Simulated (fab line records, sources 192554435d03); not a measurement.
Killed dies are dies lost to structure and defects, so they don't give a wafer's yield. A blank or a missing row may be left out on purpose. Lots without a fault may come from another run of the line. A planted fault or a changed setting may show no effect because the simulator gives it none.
fab line records | flow n5_finfet
record lots=7 wafers=21
route steps=1938 shown BEOL_M2@841 BEOL_M3@936 BEOL_M4@1047
start_h: hours from the record's first day to the start of the lot's first wafer shown | wait_h: hours since the lot's step before | " the same as in the row above | L1.1+2: a row that stands for several wafers | - no value, or no start given | * or withheld: withheld | < > ~ a bound
route shown NAME@n: a module of which the file shows steps, and the number in the route of the first | usual: mean/standard deviation of fault-free wafers | same: alike in all rows | chamber/n: place in a boat | sites: the reading at each site | _std_site: their standard deviation | _edge_site: outer sites' mean less inner sites' | radius_mm: how far each site lies from the wafer's centre | mask NAME#n: copy n | behind: the tool/chamber that last shaped the wafer | hold: why the lot was held/for how many hours/how that ended | device: the transistor (n, p or np) that didn't switch | end of line: the same wafers' tests at the end of the route | a step without rows: its recipe alone | killed: dies lost to structure and defects at the first sort, not the wafer's yield | map: a wafer's dies, x killed, . not, _ none there
set.NAME: the setting as run; set.NAME@STEP: as run at that earlier step | model.NAME: the simulator's own value behind a step, which no gauge read
lots whose settings were changed on purpose; a table a step, a row a wafer
## steps
# step N5_BEOL_M2_ILD_DEP_00
# recipe material=SiOC target_thk_a=790 temp_c=350 precursor=DEMS/O2 pressure_torr=5 rf_w=500 time_s=15.3
# columns lot.wafer tool chamber start_h wait_h set.time_s model.SiOC_of_BEOL_M2_ILD_DEP_00.thk_nm
L074.1 pecvd-01 2 128.76 0.0 15.3 78.2
L074.3 " 0 " " 15.3 77.8
L074.5 " 2 " " 17.16 88.6
L077.3 pecvd-03 0 156.68 0.0 15.3 75.8
L077.4 " 0 " " 16.21 83
L077.5 " 2 " " 15.3 80.2
L081.3 pecvd-03 0 169.14 0.0 15.3 77.2
L081.5 " 2 " " 15.3 79.6
L081.6 " 0 " " 15.3 78
L085.3 pecvd-03 0 203.51 0.0 15.3 77
L085.4 " 0 " " 15.3 79
L085.5 " 2 " " 15.3 80.2
L089.1 pecvd-03 0 221.13 0.0 13.43 67.8
L089.3 " 2 " " 15.3 79.4
L089.5 " 1 " " 15.3 79.8
L093.2 pecvd-03 2 243.88 0.0 15.3 78.6
L093.5 " 0 " " 13.17 67.4
L093.6 " 2 " " 15.3 80.4
L096.1 pecvd-03 1 267.12 0.0 15.3 78.4
L096.2 " 2 " " 15.3 79
L096.5 " 1 " " 15.3 79.4
# step N5_BEOL_M2_THK_MEAS_01
# recipe reads=SiOC_of_BEOL_M2_ILD_DEP_00
# usual M2_ILD_THK=79.1/1.3
# columns lot.wafer tool chamber start_h wait_h set.time_s@BEOL_M2_ILD_DEP_00 M2_ILD_THK[nm]
L074.1 film_metro-02 - 128.82 0.0 15.3 78.2
L074.3 " - " " 15.3 77.9
L074.5 " - " " 17.16 88.7
L077.3 film_metro-02 - 156.75 0.1 15.3 75.9
L077.4 " - " " 16.21 83.1
L077.5 " - " " 15.3 80.1
L081.3 film_metro-01 - 169.21 0.1 15.3 77.1
L081.5 " - " " 15.3 79.6
L081.6 " - " " 15.3 78.0
L085.3 film_metro-02 - 203.58 0.1 15.3 77.1
L085.4 " - " " 15.3 79.0
L085.5 " - " " 15.3 80.0
L089.1 film_metro-02 - 221.20 0.0 13.43 67.7
L089.3 " - " " 15.3 79.4
L089.5 " - " " 15.3 79.8
L093.2 film_metro-02 - 243.94 0.1 15.3 78.5
L093.5 " - " " 13.17 67.4
L093.6 " - " " 15.3 80.5
L096.1 film_metro-01 - 267.19 0.0 15.3 78.4
L096.2 " - " " 15.3 79.0
L096.5 " - " " 15.3 79.4
# step N5_BEOL_M2_EXPOSE_08
# recipe mask_id=M2 na=0.33 source_shape=dipole sigma_inner=0.369 sigma_outer=0.767 polarization=unpolarized dose_mj=41.25
# columns lot.wafer tool chamber start_h wait_h mask set.dose_mj
L074.1+5 euv_scanner-02 0 131.92 - M2#0 41.25
L074.3 " 0 " " M2#0 38.81
L077.3+4+5 euv_scanner-01 0 157.49 - M2#0 43.81
L081.3+5 euv_scanner-01 0 170.33 - M2#0 41.25
L081.6 " 0 " " M2#0 38.36
L085.3+4+5 euv_scanner-01 0 204.00 - M2#0 41.25
L089.1+3 euv_scanner-01 0 225.55 - M2#0 42.72
L089.5 " 0 " " M2#0 41.25
L093.2+5+6 euv_scanner-01 0 245.45 - M2#0 41.25
L096.1+5 euv_scanner-01 0 267.97 - M2#0 41.25
L096.2 " 0 " " M2#0 43.08
# step N5_BEOL_M2_PEB_09
# recipe peb_temp_c=100 peb_time_s=60 resist=CAR-EUV
# step N5_BEOL_M2_DEVELOP_10
# recipe develop_time_s=30 developer=TMAH resist=CAR-EUV rinse_liquid=surfactant_rinse dry=air_spin dev_temp_c=23
# step N5_BEOL_M2_CD_MEAS_11
# recipe target_cd_nm=16.79 landing_energy_ev=500 detector=se_inlens polarity=opening
# usual cd_nm=16.73/0.22
# columns lot.wafer tool chamber start_h wait_h set.dose_mj@BEOL_M2_EXPOSE_08 cd_nm
L074.1 cd_sem-02 0 132.05 - 41.25 17.08
L074.3 " 0 " " 38.81 15.47
L074.5 " 0 " " 41.25 16.88
L077.3 cd_sem-02 0 157.61 - 43.81 17.88
L077.4 " 0 " " 43.81 17.84
L077.5 " 0 " " 43.81 17.67
L081.3 cd_sem-02 0 170.45 - 41.25 16.64
L081.5 " 0 " " 41.25 16.93
L081.6 " 0 " " 38.36 15.74
L085.3 cd_sem-02 0 204.12 - 41.25 16.71
L085.4 " 0 " " 41.25 16.38
L085.5 " 0 " " 41.25 16.93
L089.1 cd_sem-02 0 225.68 - 42.72 17.13
L089.3 " 0 " " 42.72 17.61
L089.5 " 0 " " 41.25 16.70
L093.2 cd_sem-03 0 245.58 - 41.25 16.89
L093.5 " 0 " " 41.25 16.67
L093.6 " 0 " " 41.25 16.93
L096.1 cd_sem-01 0 268.10 - 41.25 16.47
L096.2 " 0 " " 43.08 17.27
L096.5 " 0 " " 41.25 16.75
# step N5_BEOL_M2_DESCUM_16
# recipe chemistry=O2 time_s=7 source_power_w=50 bias_power_w=20 pressure_mtorr=20 rf_frequency_hz=2.712e+07 temp_c=40 resist=CAR-EUV o2_flow_sccm=225
# step N5_BEOL_M2_ETCH_74
# recipe chemistry=N2/H2 target=underlayer target_depth_a=65 mask_material=CAR-EUV time_s=5.2 ion_energy_ev=200 pressure_mtorr=30 source_w=840 bias_w=150 n2_flow_sccm=200 h2_flow_sccm=200 ends=cleared
# columns lot.wafer tool chamber start_h wait_h set.dose_mj@BEOL_M2_EXPOSE_08 model.BEOL_M2.cd_offset_nm
L074.1 rie_diel-04 3 132.20 0.0 41.25 0.2
L074.3 " 1 " " 38.81 -1.4
L074.5 " 3 " " 41.25 0
L077.3 rie_diel-02 2 157.76 0.0 43.81 1.2
L077.4+5 " 1,0 " " 43.81 1
L081.3+5 rie_diel-06 0,1 170.63 0.0 41.25 -0.4
L081.6 " 0 " " 38.36 -1.4
L085.3 rie_diel-02 3 204.28 0.0 41.25 -0.4
L085.4 " 2 " " 41.25 0
L085.5 " 3 " " 41.25 -0.2
L089.1 rie_diel-04 3 225.86 0.0 42.72 0.2
L089.3 " 2 " " 42.72 1
L089.5 " 1 " " 41.25 -0.2
L093.2 rie_diel-02 1 245.73 0.0 41.25 -0.2
L093.5 " 2 " " 41.25 0
L093.6 " 1 " " 41.25 -0.4
L096.1 rie_diel-06 0 268.26 0.0 41.25 -0.4
L096.2 " 2 " " 43.08 0.2
L096.5 " 1 " " 41.25 -0.2
# step N5_BEOL_M2_ETCH_63
# recipe chemistry=CF4 target=SiARC target_depth_a=156 mask_material=CAR-EUV time_s=26 ion_energy_ev=80 pressure_mtorr=40 source_w=545 bias_w=36 Ar_flow_sccm=100 cf4_flow_sccm=100 ends=cleared
# columns lot.wafer tool chamber start_h wait_h set.dose_mj@BEOL_M2_EXPOSE_08 model.BEOL_M2.cd_offset_nm
L074.1 rie_diel-04 3 132.22 0.0 41.25 0.2
L074.3 " 1 " " 38.81 -1.6
L074.5 " 3 " " 41.25 0
L077.3 rie_diel-02 2 157.78 0.0 43.81 1.2
L077.4+5 " 1,0 " " 43.81 1
L081.3 rie_diel-06 0 170.65 0.0 41.25 -0.2
L081.5 " 1 " " 41.25 -0.4
L081.6 " 0 " " 38.36 -1.6
L085.3+5 rie_diel-02 3 204.30 0.0 41.25 -0.4
L085.4 " 2 " " 41.25 0
L089.1 rie_diel-04 3 225.88 0.0 42.72 0.4
L089.3 " 2 " " 42.72 1.2
L089.5 " 1 " " 41.25 -0.2
L093.2 rie_diel-02 1 245.75 0.0 41.25 -0.2
L093.5 " 2 " " 41.25 0
L093.6 " 1 " " 41.25 -0.4
L096.1 rie_diel-06 0 268.28 0.0 41.25 -0.4
L096.2 " 2 " " 43.08 0.2
L096.5 " 1 " " 41.25 -0.2
# step N5_BEOL_M3_COAT_62
# recipe resist=SiARC temp_c=220 time_s=60 spin_rpm=1500 resist_thk_nm=12
# columns lot.wafer tool chamber start_h wait_h set.spin_rpm model.SiARC_of_BEOL_M3_COAT_62.thk_nm
L074.1 litho_track-02 0 - - 1500 12
L074.3+5 " 0 " " 1352 12.6
L077.3+4 litho_track-04 0 - - 1435 12.4
L077.5 " 0 " " 1500 12
L081.3+5+6 litho_track-04 0 - - 1500 12
L085.3+4+5 litho_track-04 0 - - 1500 12
L089.1+5 litho_track-02 0 - - 1426 12.4
L089.3 " 0 " " 1500 12
L093.2 litho_track-02 0 - - 1561 11.8
L093.5+6 " 0 " " 1500 12
L096.1+2 litho_track-04 0 - - 1500 12
L096.5 " 0 " " 1344 12.6
# step N5_BEOL_M3_COAT_05
# recipe resist=CAR-EUV spin_rpm=1500 resist_thk_nm=30
# columns lot.wafer tool chamber start_h wait_h set.spin_rpm model.CAR-EUV_of_BEOL_M3_COAT_05.thk_nm
L074.1 litho_track-02 0 - - 1500 30
L074.3 " 0 " " 1433 30.6
L074.5 " 0 " " 1500 29.8
L077.3 litho_track-04 0 - - 1351 31.6
L077.4+5 " 0 " " 1500 30
L081.3+6 litho_track-04 0 - - 1500 30
L081.5 " 0 " " 1500 30.2
L085.3+4+5 litho_track-04 0 - - 1500 30
L089.1+3 litho_track-02 0 - - 1500 30
L089.5 " 0 " " 1369 31.4
L093.2+6 litho_track-02 0 - - 1668 28.6
L093.5 " 0 " " 1500 30
L096.1+2 litho_track-04 0 - - 1500 30
L096.5 " 0 " " 1500 30.2
# step N5_BEOL_M3_EBR_07
# recipe solvent=PGMEA ebr_width_mm=1.5
# step N5_BEOL_M3_SOFTBAKE_06
# recipe temp_c=110 time_s=60 resist=CAR-EUV
# step N5_BEOL_M3_DESCUM_16
# recipe chemistry=O2 time_s=7 source_power_w=50 bias_power_w=20 pressure_mtorr=20 rf_frequency_hz=2.712e+07 temp_c=40 resist=CAR-EUV o2_flow_sccm=225
# step N5_BEOL_M3_ETCH_74
# recipe chemistry=N2/H2 target=underlayer target_depth_a=65 mask_material=CAR-EUV time_s=5.2 ion_energy_ev=200 pressure_mtorr=30 source_w=840 bias_w=150 n2_flow_sccm=200 h2_flow_sccm=200 ends=cleared
# columns lot.wafer tool chamber start_h wait_h set.spin_rpm@BEOL_M3_COAT_05 model.CAR-EUV_of_BEOL_M3_COAT_05.thk_nm
L074.1+5 rie_diel-01 2 142.41 0.0 1500 20.2
L074.3 " 0 " " 1433 21
L077.3 rie_diel-01 1 166.50 0.0 1351 21.8
L077.4 " 0 " " 1500 20.4
L077.5 " 2 " " 1500 20.2
L081.3+6 rie_diel-03 1,3 179.76 0.0 1500 20.2
L081.5 " 2 " " 1500 20.4
L085.3+5 rie_diel-05 1 216.84 0.0 1500 20.4
L085.4 " 0 " " 1500 20.2
L089.1 rie_diel-03 0 234.67 0.0 1500 20.4
L089.3 " 3 " " 1500 20.2
L089.5 " 0 " " 1369 21.6
L093.2+6 rie_diel-01 0 261.43 0.0 1668 19
L093.5 " 1 " " 1500 20.4
L096.1 rie_diel-05 0 281.15 0.0 1500 20.2
L096.2+5 " 2 " " 1500 20.4
# step N5_BEOL_M3_ETCH_63
# recipe chemistry=CF4 target=SiARC target_depth_a=156 mask_material=CAR-EUV time_s=26 ion_energy_ev=80 pressure_mtorr=40 source_w=545 bias_w=36 Ar_flow_sccm=100 cf4_flow_sccm=100 ends=cleared
# columns lot.wafer tool chamber start_h wait_h set.spin_rpm@BEOL_M3_COAT_62 set.spin_rpm@BEOL_M3_COAT_05 model.etch.depth_nm model.CAR-EUV_of_BEOL_M3_COAT_05.thk_nm
L074.1 rie_diel-01 2 142.42 0.0 1500 1500 11.99 11
L074.3 " 0 " " 1352 1433 12.62 11.4
L074.5 " 2 " " 1352 1500 12.68 10.6
L077.3 rie_diel-01 1 166.51 0.0 1435 1351 12.33 12.4
L077.4 " 0 " " 1435 1500 12.31 11
L077.5 " 2 " " 1500 1500 12.06 11
L081.3 rie_diel-03 1 179.77 0.0 1500 1500 12.07 11
L081.5 " 2 " " 1500 1500 12.04 11.2
L081.6 " 3 " " 1500 1500 12.05 11
L085.3 rie_diel-05 1 216.85 0.0 1500 1500 12.06 11
L085.4 " 0 " " 1500 1500 12.07 11
L085.5 " 1 " " 1500 1500 12 11.2
L089.1 rie_diel-03 0 234.68 0.0 1426 1500 12.33 11
L089.3 " 3 " " 1500 1500 12.06 11
L089.5 " 0 " " 1426 1369 12.36 12.2
L093.2 rie_diel-01 0 261.45 0.0 1561 1668 11.8 10
L093.5 " 1 " " 1500 1500 12.05 11
L093.6 " 0 " " 1500 1668 12.03 9.8
L096.1 rie_diel-05 0 281.16 0.0 1500 1500 12.01 11
L096.2 " 2 " " 1500 1500 12.02 11.2
L096.5 " 2 " " 1344 1500 12.66 10.8
# step N5_BEOL_M3_COAT_67
# recipe resist=SOC temp_c=250 time_s=60 spin_rpm=1500 resist_thk_nm=60
# columns lot.wafer tool chamber start_h wait_h set.spin_rpm model.SOC_of_BEOL_M3_COAT_67.thk_nm
L074.1 litho_track-01 0 142.99 0.0 1395 61.8
L074.3 " 0 " " 1500 59.6
L074.5 " 0 " " 1500 59.8
L077.3 litho_track-02 0 166.93 0.0 1568 58.8
L077.4 " 0 " " 1500 60
L077.5 " 0 " " 1500 60.2
L081.3+6 litho_track-02 0 180.20 0.0 1500 59.8
L081.5 " 0 " " 1500 60
L085.3+5 litho_track-04 0 217.27 0.0 1500 60
L085.4 " 0 " " 1500 60.2
L089.1+3+5 litho_track-01 0 235.10 0.0 1500 60
L093.2+6 litho_track-02 0 261.96 0.0 1500 60.4
L093.5 " 0 " " 1605 58.2
L096.1+2 litho_track-04 0 281.60 0.0 1365 63
L096.5 " 0 " " 1500 60
# step N5_BEOL_M3_COAT_68
# recipe resist=SiARC temp_c=220 time_s=60 spin_rpm=1500 resist_thk_nm=12
# step N5_BEOL_M3_COAT_76
# recipe resist=underlayer temp_c=205 time_s=60 spin_rpm=1500 resist_thk_nm=5
# step N5_BEOL_M3_ALD_98
# recipe material=SiO2 target_thk_a=25 temp_c=100 ald_precursor_family=BDEAS ald_co_reactant=O2-plasma pulse_time_s=1 co_reactant_pulse_time_s=1 purge_time_s=2 co_reactant_purge_time_s=2 ald_cycles=17 pressure_torr=2
# step N5_BEOL_M3_ETCHBACK_99
# recipe chemistry=CHF3 target=SiO2 target_depth_a=50 time_s=10.4 source_w=215 bias_w=47 Ar_flow_sccm=200 CHF3_flow_sccm=12 ion_energy_ev=100 pressure_mtorr=30
# step N5_BEOL_M3_ETCH_70
# recipe chemistry=N2/H2 target=SOC target_depth_a=800 overetch_a=160 mask_material=SiARC temp_c=40 time_s=120 ion_energy_ev=200 pressure_mtorr=30 source_w=840 bias_w=150 n2_flow_sccm=200 h2_flow_sccm=200
# columns lot.wafer tool chamber start_h wait_h set.spin_rpm@BEOL_M3_COAT_67 model.etch.depth_nm
L074.1 rie_diel-01 3 149.38 0.0 1395 61.87
L074.3 " 1 " " 1500 59.61
L074.5 " 3 " " 1500 59.72
L077.3 rie_diel-01 0 175.11 0.0 1568 58.7
L077.4 " 3 " " 1500 60.05
L077.5 " 0 " " 1500 60.17
L081.3 rie_diel-03 0 181.71 0.0 1500 59.86
L081.5 " 1 " " 1500 59.97
L081.6 " 0 " " 1500 59.88
L085.3 rie_diel-05 2 219.55 0.0 1500 60.05
L085.4 " 3 " " 1500 60.21
L085.5 " 1 " " 1500 60.06
L089.1 rie_diel-03 1 248.08 0.0 1500 59.93
L089.3 " 2 " " 1500 59.97
L089.5 " 2 " " 1500 59.98
L093.2 rie_diel-03 0 262.86 0.0 1500 60.33
L093.5 " 0 " " 1605 58.11
L093.6 " 3 " " 1500 60.42
L096.1+2 rie_diel-03 0,1 288.05 0.0 1365 62.91
L096.5 " 3 " " 1500 60.02
# step N5_BEOL_M3_STRIP_71
# recipe chemistry=N2/H2 temp_c=40 n2_flow_sccm=200 h2_flow_sccm=200 rf_frequency_hz=6e+07
# step N5_BEOL_M3_STRIP_78
# recipe chemistry=N2/H2 temp_c=40 n2_flow_sccm=200 h2_flow_sccm=200 rf_frequency_hz=6e+07
# step N5_BEOL_M3_VIA_ETCH_34
# recipe chemistry=C4F6/O2 target_depth_a=694 mask_material=SOC pressure_mtorr=15 ion_energy_ev=250 taper_deg=4 time_s=65.9 source_w=350 bias_w=170 Ar_flow_sccm=300 C4F6_flow_sccm=10 O2_flow_sccm=10
# columns lot.wafer tool chamber start_h wait_h set.spin_rpm@BEOL_M3_COAT_67 model.SOC_of_BEOL_M3_COAT_67.thk_nm
L074.1 rie_diel-01 3 149.48 0.0 1395 54.2
L074.3 " 1 " " 1500 51.6
L074.5 " 3 " " 1500 52
L077.3 rie_diel-01 0 175.21 0.0 1568 50.6
L077.4 " 3 " " 1500 52.6
L077.5 " 0 " " 1500 52
L081.3+6 rie_diel-03 0 181.81 0.0 1500 51.8
L081.5 " 1 " " 1500 52
L085.3 rie_diel-05 2 219.65 0.0 1500 52
L085.4 " 3 " " 1500 51.6
L085.5 " 1 " " 1500 52.2
L089.1 rie_diel-03 1 248.18 0.0 1500 52
L089.3 " 2 " " 1500 51.6
L089.5 " 2 " " 1500 51.4
L093.2 rie_diel-03 0 262.96 0.0 1500 52
L093.5 " 0 " " 1605 49.8
L093.6 " 3 " " 1500 52.2
L096.1 rie_diel-03 0 288.16 0.0 1365 54.6
L096.2 " 1 " " 1365 54.8
L096.5 " 3 " " 1500 51.8
# step N5_BEOL_M4_COAT_67
# recipe resist=SOC temp_c=250 time_s=60 spin_rpm=1500 resist_thk_nm=60
# columns lot.wafer tool chamber start_h wait_h set.spin_rpm model.SOC_of_BEOL_M4_COAT_67.thk_nm
L074.1 litho_track-05 0 155.78 0.0 1500 60
L074.3 " 0 " " 1379 62.6
L074.5 " 0 " " 1500 59.8
L077.3 litho_track-05 0 183.01 0.0 1500 59.8
L077.4 " 0 " " 1337 63.2
L077.5 " 0 " " 1337 63.6
L081.3 litho_track-05 0 189.23 0.0 1500 60.2
L081.5 " 0 " " 1355 63.2
L081.6 " 0 " " 1500 60
L085.3+4 litho_track-02 0 226.53 0.0 1500 59.8
L085.5 " 0 " " 1500 60
L089.1 litho_track-03 0 254.77 0.0 1359 63.2
L089.3+5 " 0 " " 1500 60
L093.2 litho_track-05 0 268.60 0.0 1411 61.8
L093.5+6 " 0 " " 1500 60
L096.1+2 litho_track-03 0 294.25 0.0 1433 61.4
L096.5 " 0 " " 1500 60
## key
split step=N5_BEOL_M2_ILD_DEP_00 setting=time_s stated=15.3 by=wafer
response step=N5_BEOL_M2_ILD_DEP_00 reading=model.SiOC_of_BEOL_M2_ILD_DEP_00.thk_nm change=+0.895 per=1% r=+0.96
response step=N5_BEOL_M2_THK_MEAS_01 reading=M2_ILD_THK change=+0.899 per=1% r=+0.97
split step=N5_BEOL_M2_EXPOSE_08 setting=dose_mj stated=41.25 by=wafer
response step=N5_BEOL_M2_CD_MEAS_11 reading=cd_nm change=+0.185 per=1% r=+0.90
response step=N5_BEOL_M2_ETCH_74 reading=model.BEOL_M2.cd_offset_nm change=+0.18 per=1% r=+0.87
response step=N5_BEOL_M2_ETCH_63 reading=model.BEOL_M2.cd_offset_nm change=+0.214 per=1% r=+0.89
split step=N5_BEOL_M3_COAT_62 setting=spin_rpm stated=1500 by=wafer
response step=N5_BEOL_M3_COAT_62 reading=model.SiARC_of_BEOL_M3_COAT_62.thk_nm change=-0.0629 per=1% r=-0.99
response step=N5_BEOL_M3_ETCH_63 reading=model.etch.depth_nm change=-0.0633 per=1% r=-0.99
split step=N5_BEOL_M3_COAT_05 setting=spin_rpm stated=1500 by=wafer
response step=N5_BEOL_M3_COAT_05 reading=model.CAR-EUV_of_BEOL_M3_COAT_05.thk_nm change=-0.146 per=1% r=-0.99
response step=N5_BEOL_M3_ETCH_74 reading=model.CAR-EUV_of_BEOL_M3_COAT_05.thk_nm change=-0.142 per=1% r=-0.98
response step=N5_BEOL_M3_ETCH_63 reading=model.CAR-EUV_of_BEOL_M3_COAT_05.thk_nm change=-0.123 per=1% r=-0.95
split step=N5_BEOL_M3_COAT_67 setting=spin_rpm stated=1500 by=wafer
response step=N5_BEOL_M3_COAT_67 reading=model.SOC_of_BEOL_M3_COAT_67.thk_nm change=-0.316 per=1% r=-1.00
response step=N5_BEOL_M3_ETCH_70 reading=model.etch.depth_nm change=-0.319 per=1% r=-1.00
response step=N5_BEOL_M3_VIA_ETCH_34 reading=model.SOC_of_BEOL_M3_COAT_67.thk_nm change=-0.334 per=1% r=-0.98
split step=N5_BEOL_M4_COAT_67 setting=spin_rpm stated=1500 by=wafer
response step=N5_BEOL_M4_COAT_67 reading=model.SOC_of_BEOL_M4_COAT_67.thk_nm change=-0.328 per=1% r=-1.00
